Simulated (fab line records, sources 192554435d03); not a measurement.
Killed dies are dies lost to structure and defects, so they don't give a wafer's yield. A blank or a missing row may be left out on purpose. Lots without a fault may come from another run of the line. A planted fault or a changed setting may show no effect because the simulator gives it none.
fab line records | flow n5_finfet
record lots=10 wafers=30 last_day=18
route steps=1938 shown GATE_CUT@505 MOL_CONTACT_COAG@523 BEOL_M4@1111
lots that met no fault: from a run of the same line without faults
start_h: hours from the record's first day to the start of the lot's first wafer shown | wait_h: hours since the lot's step before | " the same as in the row above | L1.1+2: a row that stands for several wafers | - no value, or no start given | * or withheld: withheld | < > ~ a bound
route shown NAME@n: a module of which the file shows steps, and the number in the route of the first | usual: mean/standard deviation of fault-free wafers | same: alike in all rows | chamber/n: place in a boat | sites: the reading at each site | _std_site: their standard deviation | _edge_site: outer sites' mean less inner sites' | radius_mm: how far each site lies from the wafer's centre | mask NAME#n: copy n | behind: the tool/chamber that last shaped the wafer | hold: why the lot was held/for how many hours/how that ended | device: the transistor (n, p or np) that didn't switch | end of line: the same wafers' tests at the end of the route | a step without rows: its recipe alone | killed: dies lost to structure and defects at the first sort, not the wafer's yield | map: a wafer's dies, x killed, . not, _ none there
set.NAME: the setting as run; set.NAME@STEP: as run at that earlier step | model.NAME: the simulator's own value behind a step, which no gauge read
steps of the route over a sample of lots; a table a step, a row a wafer
services: from which hour (start_h, from the record's first day; less than 0 if before it) a tool's chamber was out of use, for how many hours, and why
## steps
# step N5_GATE_CUT_VAPOR_ETCH_49
# recipe chemistry=BCl3/Cl2 target=TiAlC mode=isotropic
# usual drypump_motor_current_A=5.8/0.42 he_backside_leak_sccm=3.4/0.31 oes_product_au=0.77/0.076
# columns lot.wafer tool chamber start_h wait_h drypump_motor_current_A he_backside_leak_sccm oes_product_au
L365.1 rie_metal-01 0 93.93 0.0 6.0 3.1 0.69
L365.2 " 1 " " 6.5 2.8 0.80
L365.5 " 1 " " 6.5 3.3 0.80
L366.2 rie_metal-01 1 101.03 0.0 6.5 3.0 0.79
L366.4 " 0 " " 6.0 3.1 0.69
L366.5 " 0 " " 6.0 3.0 0.69
L367.3 rie_metal-03 1 103.45 0.0 5.8 3.7 0.74
L367.5 " 0 " " 5.4 3.3 0.75
L367.6 " 1 " " 5.8 3.3 0.74
L368.1 rie_metal-03 0 111.24 0.0 5.4 3.4 0.75
L368.4 " 1 " " 5.8 3.8 0.74
L368.5 " 1 " " 5.8 3.4 0.74
L369.1 rie_metal-02 1 114.17 0.1 6.0 3.5 0.75
L369.3 " 1 " " 6.0 3.6 0.75
L369.5 " 1 " " 6.0 3.5 0.75
L370.2 rie_metal-03 1 126.20 0.0 5.8 3.7 0.73
L370.5 " 0 " " 5.3 3.4 0.74
L370.6 " 1 " " 5.8 3.6 0.74
L381.3 rie_metal-02 0 187.07 0.0 5.2 3.5 0.94
L381.4 " 1 " " 6.0 3.4 0.74
L381.6 " 1 " " 6.0 3.4 0.74
L382.4 rie_metal-03 1 196.62 0.0 5.8 3.7 0.72
L382.5 " 0 " " 5.4 3.4 0.72
L382.6 " 1 " " 5.8 3.7 0.72
L383.1 rie_metal-01 1 197.95 0.0 6.5 3.0 0.77
L383.4 " 0 " " 6.0 3.4 0.68
L383.6 " 1 " " 6.5 3.4 0.76
L386.1 rie_metal-02 1 215.52 0.0 6.0 3.6 0.73
L386.3 " 0 " " 5.2 3.6 0.91
L386.4 " 1 " " 6.0 3.5 0.73
# step N5_GATE_CUT_ALD_22
# recipe material=SiNx target_thk_a=160 temp_c=400 ald_precursor_family=SiH2I2 ald_co_reactant=N2/H2-plasma pulse_time_s=1 ald_cycles=320 purge_time_s=2 co_reactant_purge_time_s=2 pressure_torr=2
# usual heater_power_w=809/69 precursor_pulse_height_rel=1.001/0.019
# columns lot.wafer tool chamber start_h wait_h heater_power_w precursor_pulse_height_rel
L365.1 ald_sin-04 2 94.54 0.4 778 1.000
L365.2 " 0 " " 845 0.984
L365.5 " 3 " " 725 0.974
L366.2 ald_sin-04 0 101.47 0.2 828 1.013
L366.4 " 2 " " 789 1.025
L366.5 " 2 " " 788 0.982
L367.3 ald_sin-01 3 103.68 0.0 905 1.034
L367.5 " 0 " " 797 0.999
L367.6 " 1 " " 717 1.005
L368.1 ald_sin-01 2 112.63 1.2 774 1.016
L368.4 " 0 " " 768 1.043
L368.5 " 2 " " 760 1.000
L369.1 ald_sin-02 1 114.47 0.0 819 1.005
L369.3 " 3 " " 934 0.992
L369.5 " 2 " " 855 0.991
L370.2 ald_sin-02 0 126.43 0.0 855 0.978
L370.5 " 0 " " 910 1.001
L370.6 " 1 " " 818 0.991
L381.3 ald_sin-04 3 187.29 0.0 749 1.015
L381.4 " 1 " " 712 1.010
L381.6 " 1 " " 713 1.003
L382.4 ald_sin-04 1 196.85 0.0 731 1.015
L382.5 " 1 " " 733 0.989
L382.6 " 0 " " 818 0.988
L383.1 ald_sin-02 1 198.18 0.0 745 1.022
L383.4 " 3 " " 963 1.025
L383.6 " 2 " " 822 1.000
L386.1 ald_sin-04 3 215.75 0.0 724 0.975
L386.3 " 1 " " 741 1.000
L386.4 " 2 " " 810 0.975
# step N5_MOL_CONTACT_COAG_EXPOSE_05
# recipe mask_id=CA na=0.33 source_shape=annular sigma_inner=0.4 sigma_outer=0.8 polarization=unpolarized defocus_nm=0 dose_mj=38.25
# usual exposure_dose_mJ_cm2=38.13/0.037
# same sigma_outer=0.8
# columns lot.wafer tool chamber start_h wait_h mask exposure_dose_mJ_cm2
L365.1 euv_scanner-02 0 97.23 - CA#0 38.18
L365.2 " 0 " " CA#0 38.21
L365.5 " 0 " " CA#0 38.12
L366.2 euv_scanner-02 0 104.17 - CA#0 38.10
L366.4 " 0 " " CA#0 38.13
L366.5 " 0 " " CA#0 38.12
L367.3 euv_scanner-02 0 106.40 - CA#0 38.11
L367.5 " 0 " " CA#0 38.14
L367.6 " 0 " " CA#0 38.18
L368.1 euv_scanner-01 0 115.45 - CA#0 38.12
L368.4 " 0 " " CA#0 38.15
L368.5 " 0 " " CA#0 38.15
L369.1 euv_scanner-01 0 117.16 - CA#0 38.14
L369.3 " 0 " " CA#0 38.13
L369.5 " 0 " " CA#0 38.13
L370.2 euv_scanner-01 0 129.13 - CA#0 38.19
L370.5 " 0 " " CA#0 38.13
L370.6 " 0 " " CA#0 38.12
L381.3 euv_scanner-01 0 190.30 - CA#0 38.80
L381.4 " 0 " " CA#0 38.82
L381.6 " 0 " " CA#0 38.78
L382.4 euv_scanner-01 0 199.56 - CA#0 38.70
L382.5 " 0 " " CA#0 38.74
L382.6 " 0 " " CA#0 38.74
L383.1 euv_scanner-02 0 201.00 - CA#0 38.14
L383.4 " 0 " " CA#0 38.14
L383.6 " 0 " " CA#0 38.15
L386.1 euv_scanner-02 0 218.57 - CA#0 38.11
L386.3 " 0 " " CA#0 38.08
L386.4 " 0 " " CA#0 38.08
# step N5_MOL_CONTACT_COAG_DESCUM_13
# recipe chemistry=O2 time_s=7 source_power_w=50 bias_power_w=20 pressure_mtorr=20 rf_frequency_hz=2.712e+07 temp_c=40 resist=CAR-EUV o2_flow_sccm=225
# usual drypump_motor_current_A=5.7/0.48 oes_product_au=0.79/0.081 rf_vpp_V=243.5/1.5 showerhead_plenum_p_Torr=2.12/0.078 throttle_valve_pct=20.46/0.23
# same time_s=7
# columns lot.wafer tool chamber start_h wait_h drypump_motor_current_A oes_product_au rf_hours_counter_h rf_vpp_V showerhead_plenum_p_Torr throttle_valve_pct
L365.1 rie_diel-01 1 97.51 0.1 5.6 0.91 21 244.0 2.21 20.08
L365.2 " 2 " " 5.1 0.71 208 244.9 2.16 20.74
L365.5 " 3 " " 6.2 0.80 - 244.6 2.20 20.37
L366.2 rie_diel-06 3 104.42 0.0 6.4 0.80 107 243.9 2.10 20.60
L366.4 " 2 " " 5.4 0.75 - 243.5 2.18 20.77
L366.5 " 3 " " 6.4 0.79 - 243.2 2.10 20.61
L367.3 rie_diel-06 2 106.91 0.3 5.4 0.76 151 244.3 2.18 20.78
L367.5 " 1 " " 5.0 0.67 - 242.7 2.04 20.50
L367.6 " 3 " " 6.4 0.79 - 242.9 2.10 20.61
L368.1 rie_diel-06 0 116.04 0.4 5.7 0.99 1 241.7 2.06 20.21
L368.4 " 3 " " 6.4 0.79 - 242.5 2.10 20.60
L368.5 " 0 " " 5.7 0.99 - 242.7 2.06 20.21
L369.1 rie_diel-06 2 117.41 0.0 5.4 0.76 155 244.0 2.18 20.78
L369.3 " 3 " " 6.4 0.78 112 244.7 2.10 20.61
L369.5 " 3 " " 6.4 0.79 - 245.2 2.10 20.62
L370.2 rie_diel-02 2 129.38 0.0 6.1 0.80 90 245.4 2.21 20.29
L370.5 " 2 " " 6.1 0.79 - 245.2 2.21 20.31
L370.6 " 1 " " 6.5 0.72 - 244.3 2.16 20.49
L381.3 rie_diel-01 3 190.54 0.0 6.2 0.76 133 243.4 2.19 20.42
L381.4 " 3 " " 6.2 0.76 - 246.0 2.19 20.41
L381.6 " 1 " " 5.6 0.84 - 244.8 2.20 20.15
L382.4 rie_diel-06 3 199.79 0.0 6.4 0.77 139 242.8 2.09 20.65
L382.5 " 0 " " 5.7 0.91 - 242.1 2.05 20.24
L382.6 " 1 " " 5.0 0.90 - 241.1 2.04 20.15
L383.1 rie_diel-01 0 201.52 0.3 5.6 0.73 190 240.3 1.99 20.60
L383.4 " 1 " " 5.6 0.84 - 244.6 2.20 20.16
L383.6 " 0 " " 5.7 0.74 - 242.2 1.99 20.63
L386.1 rie_diel-01 3 218.89 0.1 6.2 0.75 146 244.8 2.18 20.44
L386.3 " 0 " " 5.6 0.72 195 243.2 1.99 20.61
L386.4 " 1 " " 5.6 0.84 70 245.5 2.20 20.18
# step N5_BEOL_M4_RC_MEAS_101
# usual DIBL_N=36.5/1.4 DIBL_P=36.6/1.6 IOFF_N=0.160/0.024 IOFF_P=0.217/0.029 ION_N=674/8.7 ION_P=464/6.5 SS_N=71.6/0.47 SS_P=73.4/0.57 VT_N=250.0/2.5 VT_P=-250/3.1
# columns lot.wafer tool chamber start_h wait_h DIBL_N[mV/V] DIBL_P[mV/V] IOFF_N[nA/um] IOFF_P[nA/um] ION_N[uA/um] ION_P[uA/um] SS_N[mV/dec] SS_P[mV/dec] VT_N[mV] VT_P[mV]
L365.1 prober-02 0 174.07 0.0 34.3 35.8 0.140 0.193 663 465 71.6 72.8 250.5 -251
L365.2 " 0 " " 35.2 36.7 0.143 0.203 666 461 71.8 72.6 251.5 -251
L365.5 " 0 " " 35.5 36.3 0.152 0.208 671 462 71.7 73.3 249.1 -249
L366.2 prober-01 0 185.60 0.2 36.9 37.8 0.177 0.222 669 460 71.7 73.2 248.6 -249
L366.4 " 0 " " 34.8 34.3 0.138 0.175 678 463 70.9 73.1 253.1 -252
L366.5 " 0 " " 37.4 37.7 0.188 0.220 690 466 71.8 74.0 247.8 -250
L367.3 prober-02 0 193.68 0.3 34.9 35.5 0.155 0.228 680 471 71.6 73.5 249.3 -249
L367.5 " 0 " " 33.5 33.6 0.128 0.191 667 466 71.3 72.9 252.2 -252
L367.6 " 0 " " 35.1 36.0 0.159 0.224 687 471 72.0 73.1 249.7 -247
L368.1 prober-01 0 195.34 0.0 37.1 37.2 0.180 0.253 687 474 71.6 73.5 247.7 -247
L368.4 " 0 " " 36.6 36.7 0.178 0.256 675 468 71.7 72.6 247.2 -246
L368.5 " 0 " " 36.3 36.3 0.169 0.241 684 475 71.6 73.6 244.9 -245
L369.1 prober-02 0 210.82 0.0 38.8 39.8 0.211 0.253 694 465 72.7 74.1 248.9 -249
L369.3 " 0 " " 35.9 36.3 0.160 0.196 677 457 71.2 73.5 250.0 -253
L369.5 " 0 " " 37.8 38.6 0.187 0.226 679 460 70.8 74.0 249.7 -253
L370.2 prober-01 0 212.97 0.2 36.2 36.6 0.161 0.244 670 472 71.7 74.0 248.0 -245
L370.5 " 0 " " 35.4 34.5 0.140 0.202 670 462 71.5 72.5 250.6 -246
L370.6 " 0 " " 36.4 37.0 0.168 0.238 679 470 71.6 73.5 248.6 -246
L381.3 prober-02 0 270.46 0.3 35.3 34.2 0.112 0.167 653 454 71.0 72.3 253.4 -255
L381.4 " 0 " " 36.1 35.6 0.127 0.185 664 462 71.2 73.1 254.9 -252
L381.6 " 0 " " 35.7 35.5 0.127 0.185 666 463 71.4 73.3 253.7 -252
L382.4 prober-01 0 278.41 0.5 36.7 38.8 0.167 0.226 666 463 72.0 74.2 249.4 -253
L382.5 " 0 " " 36.8 39.0 0.173 0.231 669 459 71.6 73.8 250.7 -250
L382.6 " 0 " " 35.0 36.9 0.146 0.194 672 460 71.7 73.3 250.6 -252
L383.1 prober-02 0 288.97 0.0 36.2 36.9 0.150 0.209 667 461 72.2 73.3 252.9 -251
L383.4 " 0 " " 35.5 36.7 0.149 0.202 673 465 71.7 73.1 250.4 -252
L383.6 " 0 " " 36.5 37.8 0.161 0.225 674 464 72.0 73.4 252.8 -250
L386.1 prober-01 0 301.14 0.0 35.8 38.6 0.164 0.217 677 454 71.6 73.5 248.1 -249
L386.3 " 0 " " 34.8 37.1 0.143 0.193 677 461 70.9 73.4 252.1 -250
L386.4 " 0 " " 37.9 40.1 0.199 0.236 686 458 73.0 74.4 248.2 -249
## services
# columns tool chamber start_h hours kind
euv_scanner-01 - 76.61 4.6 pm
rie_diel-06 0 82.34 - clean
rie_diel-06 0 82.34 - consumable_replace:focus_ring
rie_diel-06 0 82.34 29.6 scheduled_down
rie_diel-06 0 82.34 29.6 vent_cycle
ald_sin-01 - 85.31 14.0 pm
ald_sin-01 - 99.31 2.8 pm
euv_scanner-01 - 100.86 5.8 pm
ald_sin-04 - 104.09 1.6 repair
euv_scanner-02 - 116.90 1.0 pm
euv_scanner-02 - 118.08 1.0 repair
ald_sin-04 - 134.13 3.2 repair
rie_diel-06 - 152.14 4.3 pm
euv_scanner-02 - 153.70 12.0 pm
rie_diel-02 - 161.27 0.4 repair
euv_scanner-01 - 165.70 1.0 pm
euv_scanner-02 - 173.05 1.0 pm
ald_sin-02 - 178.08 14.0 pm
rie_diel-01 2 185.30 17.7 repair
rie_diel-02 1 195.81 5.5 repair
ald_sin-01 1 197.73 12.1 repair
rie_diel-02 3 198.03 6.0 repair
rie_metal-02 1 203.98 7.3 repair
euv_scanner-01 - 217.10 1.0 pm
## key
first_sign step=N5_MOL_CONTACT_COAG_EXPOSE_05 reading=exposure_dose_mJ_cm2 direction=up sigmas=17 usual=38.13 struck=38.76
effect none on later readings
met_at N5_MOL_CONTACT_COAG_EXPOSE_05
struck_lots L381,L382
loop_trim step=N5_MOL_CONTACT_COAG_EXPOSE_05 setting=dose lots=L382
not_acting_at N5_GATE_CUT_VAPOR_ETCH_49,N5_GATE_CUT_ALD_22,N5_MOL_CONTACT_COAG_DESCUM_13
onset_between 129.13 190.30
fault kind=process_parameter_drift tool=euv_scanner-01 chamber=- onset_h=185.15 steps=N5_MOL_CONTACT_COAG_EXPOSE_05 channel=dose_mj offset=0.68536 shape=step acts_in=these_recipes_only stated=38.25
# loop_trim: a control loop set the setting to another value than it would have without faults
